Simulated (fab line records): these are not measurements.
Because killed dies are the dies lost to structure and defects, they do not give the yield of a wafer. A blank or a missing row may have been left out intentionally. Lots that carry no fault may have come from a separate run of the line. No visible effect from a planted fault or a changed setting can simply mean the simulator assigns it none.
fab line records -- flow n5_finfet
record: lots: 4, wafers: 12, last_day: 19
route steps=1938 shown BEOL_M3@969 PASSIVATION@1936
lots that met no fault: from a run of the same line without faults
start_h: hours from the record's opening day to when the first of the lot's shown wafers began -- wait_h: hours from the lot's prior step to this one -- " repeats the value in the row above -- L1.1+2: a single row standing in for several wafers -- - value missing, or start not given -- * or withheld: withheld -- < > ~ a bound
route shown NAME@n: names a module that has steps shown in the file, with the first one's number in the route -- usual: mean/standard deviation of fault-free wafers -- same: alike in all rows -- chamber/n: place in a boat -- sites: each site's reading -- _std_site: their standard deviation -- _edge_site: inner sites' mean taken away from outer sites' mean -- radius_mm: for every site, how far away it sits from the centre of the wafer -- mask NAME#n: copy n -- behind: the most recent tool/chamber to have shaped the wafer -- hold: reason for holding the lot/hours on hold/outcome of the hold -- device: the transistor (n, p or np) that didn't switch -- end of line: tests of these same wafers at the route's end -- a step without rows: its recipe alone -- killed: not the wafer's yield, but the dies lost to structure and defects at the first sort -- map: a wafer's dies, x killed, . not, _ none there
set.NAME: the setting the step ran with; set.NAME@STEP: the setting that earlier step ran with -- model.NAME: the simulator's own value behind a step, which no gauge read
certain route steps with their lots: each step a table, each wafer a row
services: from which hour (start_h, from the record's first day; less than 0 if before it) a tool's chamber was out of use, for how many hours, and why
== steps ==
step: N5_BEOL_M3_DESCUM_33
recipe: chemistry: O2, time_s: 7, source_power_w: 50, bias_power_w: 20, pressure_mtorr: 20, rf_frequency_hz: 2.712e+07, temp_c: 40, resist: CAR-EUV, o2_flow_sccm: 225
step: N5_BEOL_M3_ETCH_77
recipe: chemistry: N2/H2, target: underlayer, target_depth_a: 65, mask_material: CAR-EUV, time_s: 5.2, ion_energy_ev: 200, pressure_mtorr: 30, source_w: 840, bias_w: 150, n2_flow_sccm: 200, h2_flow_sccm: 200, ends: cleared
step: N5_BEOL_M3_ETCH_69
recipe: chemistry: CF4, target: SiARC, target_depth_a: 156, mask_material: CAR-EUV, time_s: 26, ion_energy_ev: 80, pressure_mtorr: 40, source_w: 545, bias_w: 36, Ar_flow_sccm: 100, cf4_flow_sccm: 100, ends: cleared
step: N5_BEOL_M3_ALD_98
recipe: material: SiO2, target_thk_a: 25, temp_c: 100, ald_precursor_family: BDEAS, ald_co_reactant: O2-plasma, pulse_time_s: 1, co_reactant_pulse_time_s: 1, purge_time_s: 2, co_reactant_purge_time_s: 2, ald_cycles: 17, pressure_torr: 2
step: N5_BEOL_M3_ETCHBACK_99
recipe: chemistry: CHF3, target: SiO2, target_depth_a: 50, time_s: 10.4, source_w: 215, bias_w: 47, Ar_flow_sccm: 200, CHF3_flow_sccm: 12, ion_energy_ev: 100, pressure_mtorr: 30
step: N5_BEOL_M3_ETCH_70
recipe: chemistry: N2/H2, target: SOC, target_depth_a: 800, overetch_a: 160, mask_material: SiARC, temp_c: 40, time_s: 120, ion_energy_ev: 200, pressure_mtorr: 30, source_w: 840, bias_w: 150, n2_flow_sccm: 200, h2_flow_sccm: 200
step: N5_BEOL_M3_STRIP_71
recipe: chemistry: N2/H2, temp_c: 40, n2_flow_sccm: 200, h2_flow_sccm: 200, rf_frequency_hz: 6e+07
step: N5_BEOL_M3_STRIP_78
recipe: chemistry: N2/H2, temp_c: 40, n2_flow_sccm: 200, h2_flow_sccm: 200, rf_frequency_hz: 6e+07
step: N5_BEOL_M3_VIA_ETCH_34
recipe: chemistry: C4F6/O2, target_depth_a: 694, mask_material: SOC, pressure_mtorr: 15, ion_energy_ev: 250, taper_deg: 4, time_s: 65.9, source_w: 350, bias_w: 170, Ar_flow_sccm: 300, C4F6_flow_sccm: 10, O2_flow_sccm: 10
step: N5_BEOL_M3_STRIP_83
recipe: chemistry: C4F6/O2, resist: SiARC, rf_frequency_hz: 6e+07
step: N5_BEOL_M3_STRIP_36
recipe: chemistry: N2/H2, power_w: 450, temp_c: 40, pressure_mtorr: 20, rf_frequency_hz: 6e+07, overash_fraction: 0.3, bias_power_w: 7, h2_frac: 0.5, n2_flow_sccm: 200, h2_flow_sccm: 200
step: N5_BEOL_M3_TRENCH_ETCH_37
recipe: chemistry: C4F6/O2, target_depth_a: 555.55, target: SiOC, time_s: 29.2, ion_energy_ev: 250, pressure_mtorr: 30, source_w: 355, bias_w: 185, Ar_flow_sccm: 300, C4F6_flow_sccm: 10, O2_flow_sccm: 10
usual: C4F6_flow_sccm: 10.00/0.032, drypump_motor_current_A: 5.8/0.4, oes_ar_750_au: 0.79/0.08, oes_product_au: 0.80/0.087, rf_vpp_V: 660/8.8, showerhead_plenum_p_Torr: 2.84/0.08, throttle_valve_pct: 20.80/0.19
lot.wafer,tool,chamber,start_h,wait_h,C4F6_flow_sccm,drypump_motor_current_A,oes_ar_750_au,oes_product_au,rf_hours_counter_h,rf_vpp_V,showerhead_plenum_p_Torr,throttle_valve_pct
L249.1,rie_diel-04,2,203.30,-,10.00,6.0,0.71,0.70,226,677,2.82,20.75
L249.2,rie_diel-04,1,203.30,-,9.98,5.4,0.80,0.80,93,643,2.76,20.94
L249.6,rie_diel-04,1,203.30,-,10.00,5.4,0.79,0.79,-,643,2.76,20.92
L251.2,rie_diel-04,0,215.02,-,9.99,5.5,0.73,0.71,206,659,2.80,20.85
L251.4,rie_diel-04,2,215.02,-,9.98,6.0,0.70,0.70,229,678,2.82,20.76
L251.5,rie_diel-04,2,215.02,-,10.00,6.0,0.71,0.70,-,678,2.82,20.76
L261.1,rie_diel-03,1,283.60,-,9.97,5.2,0.86,0.87,39,653,2.90,20.93
L261.2,rie_diel-03,0,283.60,-,9.97,5.4,0.70,0.71,211,655,2.72,21.24
L261.4,rie_diel-03,2,283.60,-,9.97,5.7,0.94,0.95,8,677,2.81,20.94
L259.1,rie_diel-04,0,286.57,-,10.01,5.5,0.70,0.69,232,659,2.79,20.87
L259.2,rie_diel-04,1,286.57,-,9.98,5.4,0.78,0.77,120,644,2.74,20.97
L259.5,rie_diel-04,3,286.57,-,10.02,6.1,0.85,0.85,-,651,2.77,20.71
step: N5_BEOL_M3_ETCH_41
recipe: chemistry: CH3F/O2, target: SiCN, target_depth_a: 299, taper_deg: 2, time_s: 52.5, ion_energy_ev: 120, mask_material: TiN, pressure_mtorr: 30, source_w: 395, bias_w: 75, Ar_flow_sccm: 150, CH3F_flow_sccm: 30, O2_flow_sccm: 20
step: N5_BEOL_M3_STRIP_97
recipe: chemistry: N2/H2, time_s: 10, power_w: 450, temp_c: 40, pressure_mtorr: 20, rf_frequency_hz: 6e+07, bias_power_w: 7, n2_flow_sccm: 200, h2_flow_sccm: 200
step: N5_BEOL_M3_HM_STRIP_39
recipe: chemistry: peroxide_tin_strip, material: TiN, target_depth_a: 250, temp_c: 50, time_s: 158
step: N5_BEOL_M3_SRD_40
recipe: time_s: 30, temp_c: 23, rinse_liquid: diw, dry: ipa_marangoni
step: N5_BEOL_M3_PRECLEAN_42
recipe: chemistry: residue_remover, time_s: 60, temp_c: 40
step: N5_BEOL_M3_SRD_43
recipe: time_s: 30, temp_c: 23, rinse_liquid: diw, dry: ipa_marangoni
step: N5_BEOL_M3_DEGAS_44
recipe: ambient: vacuum, temp_c: 250, time_s: 60
step: N5_BEOL_M3_PRE_CLEAN_45
recipe: gas: H2/He, time_s: 30, temp_c: 250
step: N5_BEOL_M3_ALD_84
recipe: material: TaN, target_thk_a: *, temp_c: 275, ald_precursor_family: PDMAT, ald_co_reactant: NH3, pressure_torr: 3, carrier_flow_sccm: 1500, pulse_time_s: 2, purge_time_s: 3, co_reactant_purge_time_s: 2, co_reactant_pulse_time_s: 3, ald_cycles: 30, precursor_vessel_temp_c: 75, precursor_vessel_pressure_torr: 26.25, precursor_vessel_carrier_sccm: 1000
step: N5_BEOL_M3_SURFACE_TREAT_85
recipe: gas: Ar, time_s: *, ion_energy_ev: *, ion_current_ma_cm2: 0.5, pressure_mtorr: *, ar_flow_sccm: 30
step: N5_BEOL_M3_CVD_47
recipe: material: Co, target_thk_a: 30, temp_c: withheld, precursor: CCTBA/H2, pressure_torr: 30, time_s: 223.8
step: N5_BEOL_M3_SPUTTER_48
recipe: material: Cu, target_thk_a: 45, temp_c: -20, chamber_pressure_pa: 0.07, power_w: withheld, time_s: 8.29
step: N5_BEOL_M3_ANNEAL_49
recipe: temp_c: 400, time_s: 240, ambient: vacuum
step: N5_BEOL_M3_SPUTTER_79
recipe: material: Cu, target_thk_a: 45, temp_c: -20, chamber_pressure_pa: 0.07, power_w: withheld, time_s: 8.29
step: N5_BEOL_M3_ANNEAL_80
recipe: temp_c: 400, time_s: 240, ambient: vacuum
step: N5_BEOL_M3_SPUTTER_81
recipe: material: Cu, target_thk_a: 45, temp_c: -20, chamber_pressure_pa: 0.07, power_w: withheld, time_s: 8.29
step: N5_BEOL_M3_ANNEAL_82
recipe: temp_c: 400, time_s: 240, ambient: vacuum
step: N5_BEOL_M3_SPUTTER_86
recipe: material: Cu, target_thk_a: 45, temp_c: -20, chamber_pressure_pa: 0.07, power_w: withheld, time_s: 8.29
step: N5_BEOL_M3_ANNEAL_87
recipe: temp_c: 400, time_s: 240, ambient: vacuum
step: N5_BEOL_M3_SPUTTER_88
recipe: material: Cu, target_thk_a: 45, temp_c: -20, chamber_pressure_pa: 0.07, power_w: withheld, time_s: 8.29
step: N5_BEOL_M3_ANNEAL_89
recipe: temp_c: 400, time_s: 240, ambient: vacuum
step: N5_BEOL_M3_SPUTTER_90
recipe: material: Cu, target_thk_a: 45, temp_c: -20, chamber_pressure_pa: 0.07, power_w: withheld, time_s: 8.29
step: N5_BEOL_M3_ANNEAL_91
recipe: temp_c: 400, time_s: 240, ambient: vacuum
step: N5_BEOL_M3_SPUTTER_92
recipe: material: Cu, target_thk_a: 45, temp_c: -20, chamber_pressure_pa: 0.07, power_w: withheld, time_s: 8.29
step: N5_BEOL_M3_ANNEAL_93
recipe: temp_c: 400, time_s: 240, ambient: vacuum
step: N5_BEOL_M3_SPUTTER_94
recipe: material: Cu, target_thk_a: 45, temp_c: -20, chamber_pressure_pa: 0.07, power_w: withheld, time_s: 8.29
step: N5_BEOL_M3_ANNEAL_95
recipe: temp_c: 400, time_s: 240, ambient: vacuum
step: N5_PASSIVATION_PROBE_49
usual: defect_limited_yield: 91.2/1.4, killed_at_M0_to_M3: 36/10, killed_at_M4_up: 13/5.1, killed_at_contacts: 12/5.4, killed_at_front_end: 39/11, killed_at_other: 3.5/2.4, killed_dies: 104/17, killed_open: 67/13, killed_short: 36/8.3, sort_bin_5_function: 5.2/0.98, sort_bin_6_memory: 3.3/0.68, sort_n_pass: 1076/17, sort_yield_pct: 91.2/1.4
same: gross_dies: 1180, killed_at_back_side: 0, sort_bin_4_leakage[%]: 0, sort_bin_8_speed[%]: 0
lot.wafer,tool,chamber,start_h,wait_h,defect_limited_yield[%],killed_at_M0_to_M3,killed_at_M4_up,killed_at_contacts,killed_at_front_end,killed_at_other,killed_dies,killed_open,killed_short,sort_bin_5_function[%],sort_bin_6_memory[%],sort_n_pass,sort_yield_pct[%]
L249.1,prober-01,-,305.21,0.0,82.3,127,18,19,43,2,209,72,35,10.8,4.9,971,82.3
L251.4,prober-01,-,319.75,0.2,81.7,147,17,14,35,3,216,69,41,12.4,3.9,964,81.7
L251.5,prober-01,-,319.80,0.2,83.2,137,16,13,29,3,198,72,28,11.2,3.6,982,83.2
killed by level:class
L249.1 BEOL_M3:unspecified=102 MOL_CONTACT_COAG:geometric_particle:open=18 FIN_SAQP:geometric_particle:short=16 FIN_SAQP:geometric_particle:open=12 BEOL_M3:geometric_particle:open=12 BEOL_M4:geometric_particle:open=6 BEOL_M0_SAQP:geometric_particle:short=4 BEOL_M5:geometric_particle:open=4
L251.4 BEOL_M3:unspecified=106 BEOL_M0_SAQP:geometric_particle:open=15 FIN_SAQP:geometric_particle:short=14 BEOL_M0_SAQP:geometric_particle:short=12 MOL_CONTACT_COAG:geometric_particle:open=11 FIN_SAQP:geometric_particle:open=8 BEOL_M4:geometric_particle:open=8 STI_FIN_REVEAL:geometric_particle:open=7
L251.5 BEOL_M3:unspecified=96 BEOL_M0_SAQP:geometric_particle:open=15 BEOL_M0_SAQP:geometric_particle:short=15 MOL_CONTACT_COAG:geometric_particle:open=12 BEOL_M4:geometric_particle:open=9 FIN_SAQP:geometric_particle:open=7 STI_FIN_REVEAL:geometric_particle:open=7 GATE_CUT:geometric_particle:short=4
map L249.1 (x killed, . not)
_________________x...........________________
______________..x..........xx..._____________
___________x........x..........xx..__________
__________.x..x.x..................._________
________..................x.......x..._______
_______................................______
______...........xx......x............x._____
_____.........x...x...................x..____
____..................x.........x....x....___
___......................xx..x.......x.....__
___......x.......x............x...........x__
__x........x........xx...........xx.....xxx._
__...................x........x......x.xxxxx_
_..........x......................xx.xxxxx..x
_...............xx.....x.........x..xxxxxxxxx
_......x.............x......x...xxxxxxxxxxxxx
_.............xx.x..x...x....x....xxxxxxxxxxx
_..xx......x.....xx.x....xx....xx.xxxxxxxxxxx
_.........x.......................xxxxxxxxxxx
_..x.......................x.....xx.xxxxxxxxx
_...........x........x.x.........x.xxxxxxxxxx
__...x.....x......x............x....x.xxxxxx_
__.............xx.x..........x...x...x.xxxxx_
___..x.....xx.........xx...x....x..........__
___...................x..............x.....__
____..................x........x..........___
_____..x.................................____
______..............x................x.._____
_______..............xx.x....x.........______
________.........x..................x._______
__________........x................._________
___________......x............x....__________
______________.........x........_____________
_________________............________________
map L251.4 (x killed, . not)
_________________.....x......________________
______________...x....x.....x..._____________
___________........................__________
__________.........x................_________
________xx..x.............x.........xx_______
_______..x......x....x.................______
______...xx..x....x............x........_____
_____.......xx..............xx..........x____
____.........xx..................x.xx.....___
___..............................x..x..x...__
___.....x..........x...............xx......__
__x..............x.x....x..........x..x...x._
__....xx.x......................x..xx.xxx.x._
_.x.x..........x.....................xxxxxxxx
_..............x......x...........xxxxxxxxxxx
_.....xx........x......x..........xxxxxxxxxxx
_.............x.....x.......x....xxxxxxxxxxxx
_..................x.............x.xxxxxxxxxx
_................................x.xxxxxxxxxx
_...x...........x.............x...x..xxxxxxxx
_............x.x..x...............xxxxxxxxxxx
__......x..........x.............x.x..xxxxxx_
__.........................x...x....xxxx.xx._
___.......x......x..x................x...x.__
___.......x............x.....x.....x..x.x..__
____....x..x......x.......................___
_____x.....x..x....xx.....x.............x____
______...............x.................._____
_______......xx.....x..x....x.........x______
________.......................xx....._______
__________.......x.x...x...xx......._________
___________x.x..........x..........__________
______________....x.x..x........_____________
_________________....x.......________________
== services ==
tool,chamber,start_h,hours,kind
rie_diel-03,3,185.10,-,clean
rie_diel-03,3,185.10,-,consumable_replace:focus_ring
rie_diel-03,3,185.10,14.8,scheduled_down
rie_diel-03,3,185.10,14.8,vent_cycle
rie_diel-03,3,204.86,4.9,repair
rie_diel-03,2,206.36,7.5,repair
rie_diel-03,2,235.29,-,clean
rie_diel-03,2,235.29,-,consumable_replace:focus_ring
rie_diel-03,2,235.29,19.3,scheduled_down
rie_diel-03,2,235.29,19.3,vent_cycle
rie_diel-04,2,276.93,-,clean
rie_diel-04,2,276.93,-,consumable_replace:focus_ring
rie_diel-04,2,276.93,23.6,scheduled_down
rie_diel-04,2,276.93,23.6,vent_cycle
== key ==
first_sign: step: N5_PASSIVATION_PROBE_49, reading: killed_at_M0_to_M3, direction: up, sigmas: 9.8, usual: 36, struck: 137
effect: step: N5_PASSIVATION_PROBE_49, reading: defect_limited_yield, direction: down, sigmas: 6.1, usual: 91.2, struck: 82.4
more_kills_born_at: N5_BEOL_M3_TRENCH_ETCH_37@rie_diel-04: 304
met_at N5_BEOL_M3_TRENCH_ETCH_37
struck_wafers L249.1,L251.4,L251.5
fault: kind: chamber_particle_source, tool: rie_diel-04, chamber: 2, onset_h: 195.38, steps: N5_BEOL_M3_TRENCH_ETCH_37, rate_per_visit_cm2: 0.68117, end_h: 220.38
